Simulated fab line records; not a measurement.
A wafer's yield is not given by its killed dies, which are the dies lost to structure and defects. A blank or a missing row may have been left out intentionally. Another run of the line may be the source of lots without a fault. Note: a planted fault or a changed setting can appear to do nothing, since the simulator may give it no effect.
Chamber matching | flow n5_finfet | N5_HKMG_FIN_ALD_71 on ald_metal-03: 4 sister chambers
The step deposits TiN, target thk 1 nm, pulse time 1 s, purge time 3 s. 22 wafers are shown with their chamber, then 11 later ones without.

== EACH WAFER AND ITS CHAMBER ==
wafer  | chamber | heater_power_w (W) | precursor_pulse_height_rel
L076.1 | 1       | 790                | 0.989
L076.3 | 3       | 808                | 0.985
L076.4 | 0       | 803                | 0.984
L077.2 | 0       | 819                | 0.999
L077.3 | 2       | 863                | 1.033
L077.6 | 2       | 856                | 0.968
L082.1 | 1       | 774                | 0.969
L082.3 | 0       | 837                | 1.007
L082.4 | 3       | 858                | 1.009
L083.4 | 0       | 835                | 1.020
L083.5 | 1       | 785                | 0.998
L083.6 | 2       | 899                | 0.983
L084.2 | 3       | 858                | 1.011
L084.4 | 0       | 806                | 0.991
L084.5 | 2       | 875                | 1.032
L085.1 | 1       | 798                | 1.020
L085.3 | 3       | 845                | 1.014
L085.6 | 2       | 906                | 1.004
L086.2 | 2       | 863                | 1.009
L086.4 | 3       | 840                | 1.004
L086.6 | 3       | 855                | 0.972
L089.3 | 3       | 855                | 1.021

SIGNATURES, as means of the wafers listed above
reading                    | chamber 0 | chamber 1 | chamber 2 | chamber 3 | scatter within a chamber
heater_power_w             | 820.00    | 786.75    | 877.00    | 845.57    | 17.3
precursor_pulse_height_rel | 1.00020   | 0.99400   | 1.00483   | 1.00229   | 0.0202
Rule: a wafer lies at a distance from a chamber equal to the root of the sum of squares, over the readings, of (its reading less the chamber's mean, divided by the reading's scatter). If the next closest chamber is less than 2 further off than the closest, the wafer can't be placed; otherwise it belongs to the closest. The scatter is the square root of a quotient: the sum, over the shown wafers, of each reading's squared deviation from its chamber's mean, divided by wafers minus chambers.

== WAFERS WITH NO CHAMBER GIVEN ==
wafer  | heater_power_w (W) | precursor_pulse_height_rel
L089.4 | 779                | 0.991
L089.5 | 789                | 0.954
L090.2 | 783                | 1.016
L090.5 | 837                | 0.985
L090.6 | 852                | 0.996
L093.1 | 800                | 1.008
L093.2 | 829                | 1.024
L093.3 | 817                | 0.999
L093.4 | 875                | 1.044
L093.5 | 845                | 1.001
L093.6 | 831                | 1.013

== CHAMBER TAKEN BY EACH ==
wafer  | from the rows above               | in truth
L089.4 | can't be placed: 1 or 0           | 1
L089.5 | can't be placed: 1 or 0           | 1
L090.2 | can't be placed: 1 or 0           | 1
L090.5 | can't be placed: 3 or 0 or 2 or 1 | 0
L090.6 | can't be placed: 3 or 2 or 0      | 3
L093.1 | can't be placed: 1 or 0 or 3      | 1
L093.2 | can't be placed: 0 or 3 or 1 or 2 | 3
L093.3 | can't be placed: 0 or 3 or 1      | 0
L093.4 | can't be placed: 2 or 3 or 0      | 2
L093.5 | can't be placed: 3 or 0 or 2      | 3
L093.6 | can't be placed: 0 or 3 or 2 or 1 | 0
Placed correctly: 0 of 11. Unplaceable from these rows: 11, with the true chamber sitting among the candidates in 11. Number placed wrongly: 0.
